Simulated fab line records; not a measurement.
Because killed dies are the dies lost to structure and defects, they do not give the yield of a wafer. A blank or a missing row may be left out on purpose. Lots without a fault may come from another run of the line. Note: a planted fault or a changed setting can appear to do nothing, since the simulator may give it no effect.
fab line records + flow n5_finfet + part 2 of 2: steps 4 to 6 of 6
[record]
- lots = 21
- wafers = 63
- last_day = 17
route steps=1938 shown HKMG_FIN@433 GATE_CUT@470
lots that met no fault: from a run of the same line without faults
start_h: hours from the record's opening day to when the first of the lot's shown wafers began + wait_h: time in hours since the lot's previous step + " repeats the value in the row above + L1.1+2: one row covering several wafers at once + - either no value or no given start + * or withheld: withheld + < > ~ a bound
route shown NAME@n: NAME is a module with steps in the file, n the number in the route of the first one + usual: the fault-free wafers' mean and standard deviation + same: alike in all rows + chamber/n: place in a boat + sites: the reading at each site + _std_site: standard deviation across them + _edge_site: inner sites' mean taken away from outer sites' mean + radius_mm: for every site, how far away it sits from the centre of the wafer + mask NAME#n: copy n + behind: the most recent tool/chamber to have shaped the wafer + hold: what put the lot on hold/how long, in hours/how the hold closed + device: which transistor (n, p or np) failed to switch + end of line: the route-end tests of the same wafers + for a step that has no rows: nothing shown but its recipe + killed: the dies lost at the first sort to structure and to defects; this is not the yield of the wafer + map: shows each die of a wafer: x if killed, . if not, _ if none is there
set.NAME: the setting the step ran with; set.NAME@STEP: the setting that earlier step ran with + model.NAME: the simulator's own value behind a step, which no gauge read
one table for each step of the route and one row for each wafer, over a sample of lots
services: the hour from which a tool's chamber was out of use, counted from the record's first day as start_h (under 0 if before that day), plus the number of hours and why
[[steps]]
[step N5_HKMG_FIN_STRIP_88]
[recipe]
- chemistry = N2/H2
- power_w = 2500
- temp_c = 300
- h2_frac = 0.65
- time_s = 360
- pressure_mtorr = withheld
- n2_flow_sccm = 1750
- h2_flow_sccm = 3250
[usual]
- drypump_motor_current_A = 5.67/0.2
- heater_power_w = 446/34
| lot.wafer | tool            | chamber | start_h | wait_h | drypump_motor_current_A | heater_power_w | rf_hours_counter_h |
|-----------|-----------------|---------|---------|--------|-------------------------|----------------|--------------------|
| L074.3    | plasma_asher-02 | 1       | 75.94   | 0.1    | 6.01                    | 482            | -                  |
| L074.5    | "               | 1       | "       | "      | 5.95                    | 479            | -                  |
| L074.6    | "               | 0       | "       | "      | 5.67                    | 394            | -                  |
| L075.3    | plasma_asher-02 | 0       | 81.36   | 0.1    | 5.60                    | 387            | -                  |
| L075.4    | "               | 1       | "       | "      | 5.95                    | 482            | -                  |
| L075.5    | "               | 1       | "       | "      | 5.99                    | 489            | -                  |
| L076.2    | plasma_asher-02 | 1       | 90.74   | 0.0    | 6.00                    | 492            | 45                 |
| L076.4    | "               | 0       | "       | "      | 5.63                    | 392            | -                  |
| L076.5    | "               | 0       | "       | "      | 5.59                    | 394            | -                  |
| L077.1    | plasma_asher-01 | 1       | 94.85   | 0.0    | 5.60                    | 464            | 87                 |
| L077.3    | "               | 1       | "       | "      | 5.61                    | 453            | -                  |
| L077.5    | "               | 0       | "       | "      | 5.46                    | 449            | -                  |
| L078.4    | plasma_asher-01 | 1       | 105.35  | 0.1    | 5.62                    | 455            | -                  |
| L078.5    | "               | 0       | "       | "      | 5.42                    | 448            | -                  |
| L078.6    | "               | 1       | "       | "      | 5.62                    | 470            | -                  |
| L079.2    | plasma_asher-01 | 1       | 109.33  | 0.0    | 5.63                    | 455            | 90                 |
| L079.3    | "               | 1       | "       | "      | 5.61                    | 454            | -                  |
| L079.6    | "               | 0       | "       | "      | 5.44                    | 462            | -                  |
| L080.2    | plasma_asher-02 | 1       | 118.69  | 0.0    | 5.98                    | 490            | 51                 |
| L080.3    | "               | 0       | "       | "      | 5.65                    | 397            | -                  |
| L080.5    | "               | 0       | "       | "      | 5.63                    | 401            | -                  |
| L081.1    | plasma_asher-01 | 1       | 122.59  | 0.0    | 5.63                    | 452            | 92                 |
| L081.3    | "               | 1       | "       | "      | 5.62                    | 453            | -                  |
| L081.6    | "               | 0       | "       | "      | 5.45                    | 457            | -                  |
| L082.1    | plasma_asher-01 | 1       | 131.66  | 0.0    | 5.61                    | 447            | 94                 |
| L082.4    | "               | 1       | "       | "      | 5.60                    | 438            | -                  |
| L082.6    | "               | 0       | "       | "      | 5.43                    | 463            | -                  |
| L083.1    | plasma_asher-02 | 0       | 133.69  | 0.0    | 5.63                    | 390            | 54                 |
| L083.3    | "               | 1       | "       | "      | 6.01                    | 480            | -                  |
| L083.4    | "               | 0       | "       | "      | 5.62                    | 398            | -                  |
| L085.3    | plasma_asher-02 | 1       | 152.61  | 0.1    | 5.99                    | 475            | -                  |
| L085.4    | "               | 0       | "       | "      | 5.63                    | 385            | -                  |
| L085.6    | "               | 1       | "       | "      | 5.94                    | 491            | -                  |
| L086.2    | plasma_asher-02 | 0       | 156.86  | 0.0    | 5.64                    | 393            | 60                 |
| L086.4    | "               | 0       | "       | "      | 5.64                    | 404            | -                  |
| L086.5    | "               | 1       | "       | "      | 5.99                    | 484            | -                  |
| L087.2    | plasma_asher-02 | 0       | 161.93  | 0.0    | 5.62                    | 399            | 61                 |
| L087.3    | "               | 0       | "       | "      | 5.66                    | 395            | -                  |
| L087.6    | "               | 1       | "       | "      | 6.00                    | 484            | -                  |
| L088.4    | plasma_asher-02 | 0       | 164.22  | 0.1    | 5.62                    | 396            | -                  |
| L088.5    | "               | 1       | "       | "      | 6.00                    | 481            | -                  |
| L088.6    | "               | 0       | "       | "      | 5.62                    | 396            | -                  |
| L089.1    | plasma_asher-02 | 1       | 169.60  | 0.0    | 5.97                    | 482            | 63                 |
| L089.3    | "               | 0       | "       | "      | 5.64                    | 391            | -                  |
| L089.4    | "               | 1       | "       | "      | 5.94                    | 486            | -                  |
| L090.1    | plasma_asher-02 | 1       | 175.12  | 0.0    | 5.97                    | 497            | 64                 |
| L090.2    | "               | 0       | "       | "      | 5.61                    | 385            | 64                 |
| L090.6    | "               | 0       | "       | "      | 5.63                    | 392            | -                  |
| L091.1    | plasma_asher-01 | 0       | 181.32  | 0.0    | 5.45                    | 451            | 102                |
| L091.2    | "               | 1       | "       | "      | 5.63                    | 446            | 102                |
| L091.3    | "               | 1       | "       | "      | 5.63                    | 447            | -                  |
| L092.2    | plasma_asher-01 | 0       | 183.07  | 0.0    | 5.39                    | 457            | 103                |
| L092.3    | "               | 1       | "       | "      | 5.61                    | 440            | -                  |
| L092.6    | "               | 0       | "       | "      | 5.41                    | 444            | -                  |
| L093.1    | plasma_asher-01 | 0       | 193.63  | 0.0    | 5.42                    | 443            | 105                |
| L093.2    | "               | 1       | "       | "      | 5.62                    | 440            | 105                |
| L093.6    | "               | 0       | "       | "      | 5.42                    | 449            | -                  |
| L095.2    | plasma_asher-01 | 1       | 205.76  | 0.0    | 5.61                    | 467            | 107                |
| L095.3    | "               | 0       | "       | "      | 5.42                    | 462            | -                  |
| L095.5    | "               | 0       | "       | "      | 5.42                    | 469            | -                  |
| L097.4    | plasma_asher-01 | 1       | 213.71  | 0.1    | 5.63                    | 455            | -                  |
| L097.5    | "               | 0       | "       | "      | 5.46                    | 444            | -                  |
| L097.6    | "               | 1       | "       | "      | 5.62                    | 438            | -                  |
[step N5_HKMG_FIN_CMP_94]
[recipe]
- stop_on = SiNx
- post_cmp_clean = w_dilute_nh4oh
- t_overpolish_s = 4.7
- down_force_psi = 4
- platen_rpm = 50.289
- pad_velocity_m_s = 1.0006
- target_thk_nm = 43.299
[usual]
- motor_current_A = 12.0/1.1
| lot.wafer | tool   | chamber | start_h | wait_h | motor_current_A |
|-----------|--------|---------|---------|--------|-----------------|
| L074.3    | cmp-03 | 1       | 78.99   | 0.2    | 13.7            |
| L074.5    | "      | 2       | "       | "      | 11.4            |
| L074.6    | "      | 3       | "       | "      | 11.8            |
| L075.4    | cmp-02 | 3       | 83.85   | 0.3    | 12.2            |
| L075.3    | "      | 1       | "       | "      | 13.8            |
| L075.5    | "      | 3       | "       | "      | 11.2            |
| L076.2    | cmp-03 | 2       | 93.35   | 0.3    | 11.3            |
| L076.4    | "      | 3       | "       | "      | 12.0            |
| L076.5    | "      | 2       | "       | "      | 11.5            |
| L077.1    | cmp-02 | 0       | 97.82   | 0.3    | 11.7            |
| L077.3    | "      | 1       | "       | "      | 13.8            |
| L077.5    | "      | 0       | "       | "      | 12.6            |
| L078.4    | cmp-03 | 0       | 108.06  | 0.3    | 12.8            |
| L078.5    | "      | 3       | "       | "      | 12.0            |
| L078.6    | "      | 0       | "       | "      | 13.3            |
| L079.2    | cmp-03 | 1       | 112.15  | 0.4    | 13.4            |
| L079.3    | "      | 3       | "       | "      | 12.6            |
| L079.6    | "      | 1       | "       | "      | 13.3            |
| L080.3    | cmp-01 | 2       | 121.47  | 0.4    | 13.2            |
| L080.2    | "      | 1       | "       | "      | 12.3            |
| L080.5    | "      | 3       | "       | "      | 10.1            |
| L081.1    | cmp-03 | 2       | 125.28  | 0.4    | 11.3            |
| L081.3    | "      | 1       | "       | "      | 13.5            |
| L081.6    | "      | 3       | "       | "      | 11.4            |
| L082.4    | cmp-03 | 1       | 134.26  | 0.4    | 13.2            |
| L082.1    | "      | 3       | "       | "      | 11.6            |
| L082.6    | "      | 2       | "       | "      | 11.7            |
| L083.4    | cmp-03 | 1       | 136.37  | 0.3    | 12.8            |
| L083.3    | "      | 2       | "       | "      | 10.8            |
| L083.1    | "      | 3       | "       | "      | 11.8            |
| L085.4    | cmp-01 | 0       | 155.10  | 0.4    | 10.3            |
| L085.3    | "      | 1       | "       | "      | 12.2            |
| L085.6    | "      | 0       | "       | "      | 10.2            |
| L086.2    | cmp-01 | 0       | 159.48  | 0.4    | 10.2            |
| L086.4    | "      | 2       | "       | "      | 13.1            |
| L086.5    | "      | 0       | "       | "      | 10.5            |
| L087.3    | cmp-02 | 3       | 164.52  | 0.4    | 12.0            |
| L087.2    | "      | 0       | "       | "      | 12.1            |
| L087.6    | "      | 0       | "       | "      | 12.0            |
| L088.4    | cmp-02 | 2       | 166.74  | 0.3    | 9.9             |
| L088.5    | "      | 0       | "       | "      | 12.5            |
| L088.6    | "      | 1       | "       | "      | 14.4            |
| L089.1    | cmp-01 | 1       | 172.49  | 0.4    | 12.2            |
| L089.3    | "      | 3       | "       | "      | 10.3            |
| L089.4    | "      | 0       | "       | "      | 10.5            |
| L090.1    | cmp-03 | 3       | 177.79  | 0.3    | 11.5            |
| L090.2    | "      | 1       | "       | "      | 12.8            |
| L090.6    | "      | 2       | "       | "      | 11.2            |
| L091.2    | cmp-03 | 2       | 184.10  | 0.4    | 11.2            |
| L091.3    | "      | 3       | "       | "      | 11.8            |
| L091.1    | "      | 1       | "       | "      | 13.6            |
| L092.3    | cmp-01 | 0       | 185.70  | 0.4    | 10.4            |
| L092.2    | "      | 1       | "       | "      | 12.0            |
| L092.6    | "      | 1       | "       | "      | 12.6            |
| L093.1    | cmp-01 | 1       | 196.24  | 0.3    | 12.2            |
| L093.2    | "      | 3       | "       | "      | 10.2            |
| L093.6    | "      | 1       | "       | "      | 12.0            |
| L095.2    | cmp-03 | 3       | 208.35  | 0.4    | 11.7            |
| L095.3    | "      | 1       | "       | "      | 13.4            |
| L095.5    | "      | 3       | "       | "      | 11.5            |
| L097.4    | cmp-03 | 0       | 216.36  | 0.3    | 13.3            |
| L097.6    | "      | 2       | "       | "      | 11.4            |
| L097.5    | "      | 3       | "       | "      | 11.4            |
[step N5_GATE_CUT_STRIP_59]
[recipe]
- chemistry = N2/H2
- time_s = 20
- power_w = 100
- temp_c = 40
- pressure_mtorr = 100
- rf_frequency_hz = 6e+07
- bias_power_w = 3
- n2_flow_sccm = 300
- h2_flow_sccm = 300
[usual]
- drypump_motor_current_A = 5.82/0.28
- oes_product_au = 0.77/0.084
- rf_vpp_V = 45.3/0.88
- showerhead_plenum_p_Torr = 3.40/0.1
- throttle_valve_pct = 12.31/0.3
| lot.wafer | tool        | chamber | start_h | wait_h | drypump_motor_current_A | oes_product_au | rf_hours_counter_h | rf_vpp_V | showerhead_plenum_p_Torr | throttle_valve_pct |
|-----------|-------------|---------|---------|--------|-------------------------|----------------|--------------------|----------|--------------------------|--------------------|
| L074.3    | rie_diel-04 | 2       | 79.56   | 0.1    | 5.83                    | 0.99           | 2                  | 44.4     | 3.33                     | 11.48              |
| L074.5    | "           | 1       | "       | "      | 6.28                    | 0.67           | -                  | 45.2     | 3.19                     | 12.71              |
| L074.6    | "           | 2       | "       | "      | 5.82                    | 0.98           | -                  | 44.0     | 3.33                     | 11.48              |
| L075.3    | rie_diel-02 | 0       | 84.51   | 0.1    | 6.12                    | 0.78           | 131                | 45.8     | 3.39                     | 12.35              |
| L075.4    | "           | 2       | "       | "      | 5.33                    | 0.79           | 113                | 45.2     | 3.28                     | 12.02              |
| L075.5    | "           | 1       | "       | "      | 5.92                    | 0.73           | -                  | 44.3     | 3.35                     | 12.46              |
| L076.2    | rie_diel-02 | 3       | 94.04   | 0.1    | 5.60                    | 0.69           | 214                | 43.4     | 3.47                     | 12.45              |
| L076.4    | "           | 2       | "       | "      | 5.32                    | 0.79           | 115                | 44.4     | 3.28                     | 12.04              |
| L076.5    | "           | 1       | "       | "      | 5.91                    | 0.72           | -                  | 44.9     | 3.35                     | 12.46              |
| L077.1    | rie_diel-02 | 3       | 98.45   | 0.1    | 5.56                    | 0.69           | 215                | 45.5     | 3.47                     | 12.44              |
| L077.3    | "           | 2       | "       | "      | 5.34                    | 0.80           | 116                | 43.3     | 3.28                     | 12.04              |
| L077.5    | "           | 2       | "       | "      | 5.34                    | 0.80           | -                  | 45.1     | 3.28                     | 12.04              |
| L078.4    | rie_diel-06 | 2       | 108.69  | 0.1    | 5.80                    | 0.76           | 159                | 44.0     | 3.52                     | 12.36              |
| L078.5    | "           | 0       | "       | "      | 5.88                    | 0.70           | -                  | 43.2     | 3.47                     | 12.51              |
| L078.6    | "           | 3       | "       | "      | 6.16                    | 0.83           | -                  | 44.1     | 3.28                     | 12.19              |
| L079.2    | rie_diel-04 | 0       | 112.81  | 0.1    | 5.86                    | 0.79           | 130                | 45.8     | 3.53                     | 12.52              |
| L079.3    | "           | 3       | "       | "      | 5.46                    | 0.74           | 193                | 46.5     | 3.36                     | 12.54              |
| L079.6    | "           | 0       | "       | "      | 5.84                    | 0.79           | -                  | 45.2     | 3.53                     | 12.51              |
| L080.2    | rie_diel-04 | 2       | 122.13  | 0.1    | 5.82                    | 0.94           | 15                 | 45.4     | 3.32                     | 11.52              |
| L080.3    | "           | 1       | "       | "      | 6.27                    | 1.01           | 2                  | 47.0     | 3.59                     | 12.10              |
| L080.5    | "           | 2       | "       | "      | 5.83                    | 0.94           | -                  | 44.6     | 3.32                     | 11.53              |
| L081.1    | rie_diel-02 | 1       | 126.03  | 0.1    | 5.91                    | 0.72           | 191                | 46.5     | 3.34                     | 12.50              |
| L081.3    | "           | 0       | "       | "      | 6.08                    | 0.77           | 143                | 45.3     | 3.38                     | 12.39              |
| L081.6    | "           | 1       | "       | "      | 5.91                    | 0.72           | -                  | 44.4     | 3.34                     | 12.49              |
| L082.1    | rie_diel-06 | 3       | 134.92  | 0.1    | 6.17                    | 0.82           | 69                 | 44.3     | 3.28                     | 12.21              |
| L082.4    | "           | 0       | "       | "      | 5.87                    | 0.69           | -                  | 46.5     | 3.47                     | 12.52              |
| L082.6    | "           | 2       | "       | "      | 5.77                    | 0.74           | -                  | 44.7     | 3.51                     | 12.39              |
| L083.1    | rie_diel-02 | 3       | 137.00  | 0.1    | 5.59                    | 0.69           | 227                | 47.1     | 3.46                     | 12.49              |
| L083.3    | "           | 1       | "       | "      | 5.91                    | 0.72           | 195                | 44.6     | 3.34                     | 12.47              |
| L083.4    | "           | 2       | "       | "      | 5.34                    | 0.79           | 129                | 45.4     | 3.27                     | 12.07              |
| L085.3    | rie_diel-02 | 2       | 155.76  | 0.1    | 5.34                    | 0.78           | 136                | 45.2     | 3.27                     | 12.09              |
| L085.4    | "           | 3       | "       | "      | 5.60                    | 0.69           | 233                | 45.0     | 3.46                     | 12.49              |
| L085.6    | "           | 2       | "       | "      | 5.34                    | 0.78           | -                  | 44.2     | 3.27                     | 12.10              |
| L086.2    | rie_diel-02 | 0       | 160.14  | 0.1    | 6.08                    | 0.76           | 154                | 45.1     | 3.37                     | 12.40              |
| L086.4    | "           | 2       | "       | "      | 5.33                    | 0.78           | 137                | 45.7     | 3.26                     | 12.10              |
| L086.5    | "           | 2       | "       | "      | 5.33                    | 0.77           | -                  | 44.8     | 3.26                     | 12.10              |
| L087.2    | rie_diel-04 | 3       | 165.17  | 0.1    | 5.49                    | 0.73           | 209                | 45.0     | 3.35                     | 12.56              |
| L087.3    | "           | 1       | "       | "      | 6.30                    | 0.95           | 17                 | 46.6     | 3.58                     | 12.15              |
| L087.6    | "           | 0       | "       | "      | 5.84                    | 0.77           | -                  | 47.0     | 3.52                     | 12.54              |
| L088.4    | rie_diel-02 | 2       | 167.34  | 0.1    | 5.31                    | 0.78           | 140                | 45.3     | 3.26                     | 12.10              |
| L088.5    | "           | 0       | "       | "      | 6.10                    | 0.76           | -                  | 43.8     | 3.37                     | 12.42              |
| L088.6    | "           | 3       | "       | "      | 5.61                    | 0.67           | -                  | 45.8     | 3.45                     | 12.52              |
| L089.1    | rie_diel-06 | 2       | 173.15  | 0.1    | 5.79                    | 0.73           | 179                | 45.7     | 3.50                     | 12.42              |
| L089.3    | "           | 1       | "       | "      | 5.97                    | 0.70           | 239                | 45.0     | 3.46                     | 12.34              |
| L089.4    | "           | 0       | "       | "      | 5.85                    | 0.69           | 230                | 45.2     | 3.46                     | 12.58              |
| L090.1    | rie_diel-06 | 1       | 178.42  | 0.1    | 5.99                    | 0.71           | 240                | 45.9     | 3.46                     | 12.36              |
| L090.2    | "           | 2       | "       | "      | 5.79                    | 0.72           | 180                | 46.8     | 3.50                     | 12.42              |
| L090.6    | "           | 1       | "       | "      | 5.96                    | 0.70           | -                  | 46.4     | 3.46                     | 12.35              |
| L091.1    | rie_diel-02 | 0       | 184.76  | 0.1    | 6.10                    | 0.75           | 161                | 44.9     | 3.37                     | 12.43              |
| L091.2    | "           | 1       | "       | "      | 5.93                    | 0.71           | 210                | 44.4     | 3.33                     | 12.54              |
| L091.3    | "           | 2       | "       | "      | 5.34                    | 0.76           | 144                | 45.2     | 3.26                     | 12.10              |
| L092.2    | rie_diel-04 | 3       | 186.36  | 0.1    | 5.47                    | 0.72           | 213                | 45.2     | 3.35                     | 12.58              |
| L092.3    | "           | 1       | "       | "      | 6.28                    | 0.95           | 21                 | 45.6     | 3.58                     | 12.14              |
| L092.6    | "           | 1       | "       | "      | 6.29                    | 0.94           | -                  | 45.7     | 3.58                     | 12.15              |
| L093.1    | rie_diel-06 | 1       | 196.88  | 0.1    | 5.96                    | 0.70           | 245                | 44.8     | 3.46                     | 12.36              |
| L093.2    | "           | 0       | "       | "      | 5.86                    | 0.68           | 236                | 44.0     | 3.46                     | 12.57              |
| L093.6    | "           | 3       | "       | "      | 6.15                    | 0.81           | -                  | 45.5     | 3.27                     | 12.26              |
| L095.2    | rie_diel-06 | 2       | 209.01  | 0.1    | 5.77                    | 0.73           | 188                | 45.8     | 3.50                     | 12.43              |
| L095.3    | "           | 3       | "       | "      | 6.16                    | 0.80           | 91                 | 44.7     | 3.27                     | 12.28              |
| L095.5    | "           | 1       | "       | "      | 5.99                    | 0.70           | -                  | 46.0     | 3.46                     | 12.36              |
| L097.4    | rie_diel-04 | 2       | 216.96  | 0.1    | 5.81                    | 0.89           | 39                 | 44.1     | 3.31                     | 11.58              |
| L097.5    | "           | 2       | "       | "      | 5.81                    | 0.89           | -                  | 44.6     | 3.31                     | 11.58              |
| L097.6    | "           | 1       | "       | "      | 6.27                    | 0.93           | -                  | 46.7     | 3.58                     | 12.15              |
[[services]]
| tool            | chamber | start_h | hours | kind   |
|-----------------|---------|---------|-------|--------|
| plasma_asher-02 | -       | 62.00   | 1.0   | repair |
| cmp-01          | -       | 63.85   | 7.4   | pm     |
| cmp-03          | -       | 63.97   | 4.7   | pm     |
| cmp-02          | -       | 66.82   | 0.3   | repair |
| cmp-01          | -       | 73.34   | 6.6   | repair |
| rie_diel-04     | 2       | 86.03   | 7.0   | repair |
| cmp-02          | -       | 93.69   | 1.8   | repair |
| rie_diel-03     | -       | 94.92   | 10.0  | pm     |
| cmp-01          | -       | 95.28   | 3.5   | repair |
| cmp-01          | -       | 108.73  | 12.0  | pm     |
| rie_diel-03     | 3       | 109.32  | 3.6   | repair |
| cmp-01          | -       | 127.49  | 4.0   | repair |
| plasma_asher-01 | -       | 133.07  | 2.8   | pm     |
| rie_diel-06     | 1       | 133.57  | 9.6   | repair |
| rie_diel-03     | 2       | 134.14  | 4.8   | repair |
| rie_diel-04     | 3       | 137.47  | 4.1   | repair |
| plasma_asher-02 | -       | 141.78  | 0.4   | repair |
| plasma_asher-01 | -       | 142.27  | 1.8   | repair |
| rie_diel-04     | 2       | 146.42  | 8.2   | repair |
| cmp-03          | -       | 149.25  | 0.3   | repair |
| cmp-03          | -       | 164.14  | 0.4   | repair |
| rie_diel-04     | -       | 173.81  | 2.7   | repair |
| cmp-01          | -       | 176.78  | 0.4   | repair |
| plasma_asher-02 | -       | 204.01  | 14.6  | pm     |
